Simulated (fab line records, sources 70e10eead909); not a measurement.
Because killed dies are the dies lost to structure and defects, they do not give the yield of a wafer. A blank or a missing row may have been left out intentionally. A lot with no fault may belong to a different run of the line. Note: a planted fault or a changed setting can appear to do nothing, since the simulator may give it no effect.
Matching of chambers + flow nandHarc + rieDiel-11 running NHARC_A_CHANNEL_HOLE_D1_DESCUM_15: 4 sister chambers
The step chemistry O2, time 3 s. 22 wafers are shown with their chamber, then 11 later ones without.

== EACH WAFER AND ITS CHAMBER ==
| wafer  | chamber | drypumpMotorCurrentA (A) | showerheadPlenumPTorr (Torr) | oesProductAu (a.u.) |
|--------|---------|--------------------------|------------------------------|---------------------|
| L106.3 | 3       | 5.1                      | 1.80                         | 1.005               |
| L106.4 | 2       | 5.2                      | 1.86                         | 1.005               |
| L106.5 | 3       | 5.1                      | 1.80                         | 0.997               |
| L109.3 | 0       | 5.9                      | 1.94                         | 0.995               |
| L109.4 | 2       | 5.2                      | 1.86                         | 0.996               |
| L109.6 | 3       | 5.1                      | 1.80                         | 1.004               |
| L111.1 | 0       | 5.9                      | 1.94                         | 1.000               |
| L111.5 | 2       | 5.2                      | 1.86                         | 0.995               |
| L111.6 | 3       | 5.1                      | 1.79                         | 1.009               |
| L116.1 | 3       | 5.0                      | 1.79                         | 1.000               |
| L116.3 | 1       | 6.7                      | 1.84                         | 0.993               |
| L116.4 | 2       | 5.2                      | 1.86                         | 1.006               |
| L121.1 | 0       | 5.9                      | 1.94                         | 1.005               |
| L121.3 | 2       | 5.2                      | 1.86                         | 1.012               |
| L121.5 | 0       | 5.9                      | 1.94                         | 0.990               |
| L122.1 | 0       | 5.9                      | 1.94                         | 1.003               |
| L122.3 | 3       | 5.0                      | 1.79                         | 0.993               |
| L122.6 | 0       | 5.9                      | 1.94                         | 0.991               |
| L123.1 | 3       | 5.1                      | 1.79                         | 0.995               |
| L123.2 | 0       | 5.9                      | 1.94                         | 0.998               |
| L123.3 | 2       | 5.2                      | 1.86                         | 1.000               |
| L125.1 | 0       | 5.9                      | 1.94                         | 0.995               |

SIGNATURES (means of the wafers above)
| reading               | chamber 0 | chamber 1 | chamber 2 | chamber 3 | scatter within a chamber |
|-----------------------|-----------|-----------|-----------|-----------|--------------------------|
| drypumpMotorCurrentA  | 5.900     | 6.700     | 5.200     | 5.071     | 0.0282                   |
| showerheadPlenumPTorr | 1.9400    | 1.8400    | 1.8600    | 1.7943    | 0.00309                  |
| oesProductAu          | 0.99712   | 0.99300   | 1.00233   | 1.00043   | 0.00587                  |
Rule: distance of a wafer from a chamber = root of the sum over the readings of ((wafer's reading minus chamber's mean) / reading's scatter) squared. If the next closest chamber is less than 2 further off than the closest, the wafer can't be placed; otherwise it belongs to the closest. The scatter is the square root of a quotient: the sum, over the shown wafers, of each reading's squared deviation from its chamber's mean, divided by wafers minus chambers.

== WAFERS MISSING THEIR CHAMBER ==
| wafer  | drypumpMotorCurrentA (A) | showerheadPlenumPTorr (Torr) | oesProductAu (a.u.) |
|--------|--------------------------|------------------------------|---------------------|
| L125.4 | 6.7                      | 1.83                         | 1.002               |
| L125.6 | 5.2                      | 1.86                         | 1.000               |
| L126.1 | 5.1                      | 1.79                         | 1.005               |
| L126.3 | 6.7                      | 1.83                         | 0.995               |
| L126.5 | 5.9                      | 1.94                         | 0.993               |
| L127.3 | 5.9                      | 1.94                         | 0.993               |
| L127.4 | 6.7                      | 1.83                         | 0.992               |
| L127.5 | 5.0                      | 1.79                         | 0.978               |
| L128.1 | 6.7                      | 1.83                         | 1.001               |
| L128.4 | 5.2                      | 1.86                         | 1.003               |
| L128.5 | 5.1                      | 1.79                         | 0.999               |

== EACH ONE'S CHAMBER ==
| wafer  | from the rows above | in truth |
|--------|---------------------|----------|
| L125.4 | 1                   | 1        |
| L125.6 | 2                   | 2        |
| L126.1 | 3                   | 3        |
| L126.3 | 1                   | 1        |
| L126.5 | 0                   | 0        |
| L127.3 | 0                   | 0        |
| L127.4 | 1                   | 1        |
| L127.5 | 3                   | 3        |
| L128.1 | 1                   | 1        |
| L128.4 | 2                   | 2        |
| L128.5 | 3                   | 3        |
Placed correctly: 11 of 11. Number that these rows cannot place: 0. 0 placed wrongly.
